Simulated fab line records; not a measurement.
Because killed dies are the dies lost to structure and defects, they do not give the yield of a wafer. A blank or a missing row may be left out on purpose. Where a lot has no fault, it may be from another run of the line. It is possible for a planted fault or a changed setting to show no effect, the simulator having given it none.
Matching of chambers || flow nandHarc || NHARC_P_BONDPAD_CMP_32 on cmp-01 has 3 sister chambers
The step polishes SiCN, target thk 200 nm. 16 wafers are shown with their chamber, then 6 later ones without.

## EACH WAFER AND ITS CHAMBER
{"wafer": "L075.1", "chamber": 2, "motorCurrentA (A)": 11.9}
{"wafer": "L075.4", "chamber": 1, "motorCurrentA (A)": 13.2}
{"wafer": "L075.6", "chamber": 1, "motorCurrentA (A)": 13.4}
{"wafer": "L084.1", "chamber": 0, "motorCurrentA (A)": 11.2}
{"wafer": "L084.4", "chamber": 1, "motorCurrentA (A)": 13.2}
{"wafer": "L084.5", "chamber": 1, "motorCurrentA (A)": 12.8}
{"wafer": "L089.1", "chamber": 0, "motorCurrentA (A)": 10.6}
{"wafer": "L089.4", "chamber": 1, "motorCurrentA (A)": 13.3}
{"wafer": "L089.5", "chamber": 1, "motorCurrentA (A)": 13.3}
{"wafer": "L090.1", "chamber": 0, "motorCurrentA (A)": 10.8}
{"wafer": "L090.2", "chamber": 2, "motorCurrentA (A)": 13.1}
{"wafer": "L090.5", "chamber": 0, "motorCurrentA (A)": 9.9}
{"wafer": "L091.3", "chamber": 2, "motorCurrentA (A)": 13.1}
{"wafer": "L091.4", "chamber": 1, "motorCurrentA (A)": 12.9}
{"wafer": "L091.5", "chamber": 2, "motorCurrentA (A)": 12.9}
{"wafer": "L092.3", "chamber": 1, "motorCurrentA (A)": 12.5}

SIGNATURES (means of the wafers above)
{"reading": "motorCurrentA", "chamber 0": 10.625, "chamber 1": 13.075, "chamber 2": 12.750, "scatter within a chamber": 0.443}
Rule: distance of a wafer from a chamber = root of the sum over the readings of ((wafer's reading minus chamber's mean) / reading's scatter) squared. The wafer belongs to the nearest chamber; if the next one is less than 2 further off, it can't be placed. The scatter: the root of (the sum of the squares of (reading less its chamber's mean) over the shown wafers, divided by (wafers less chambers)).

## WAFERS WITHOUT THEIR CHAMBER
{"wafer": "L092.4", "motorCurrentA (A)": 13.0}
{"wafer": "L092.6", "motorCurrentA (A)": 12.7}
{"wafer": "L094.3", "motorCurrentA (A)": 12.7}
{"wafer": "L094.4", "motorCurrentA (A)": 10.3}
{"wafer": "L097.3", "motorCurrentA (A)": 10.8}
{"wafer": "L097.5", "motorCurrentA (A)": 10.8}

## WHICH CHAMBER EACH WENT THROUGH
{"wafer": "L092.4", "from the rows above": "can't be placed: 1 or 2", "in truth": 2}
{"wafer": "L092.6", "from the rows above": "can't be placed: 2 or 1", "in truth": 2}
{"wafer": "L094.3", "from the rows above": "can't be placed: 2 or 1", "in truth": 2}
{"wafer": "L094.4", "from the rows above": 0, "in truth": 0}
{"wafer": "L097.3", "from the rows above": 0, "in truth": 0}
{"wafer": "L097.5", "from the rows above": 0, "in truth": 0}
3 of 6 placed correctly. Cannot be placed on the basis of these rows: 3; the candidates contain the true chamber in 3. Number placed wrongly: 0.
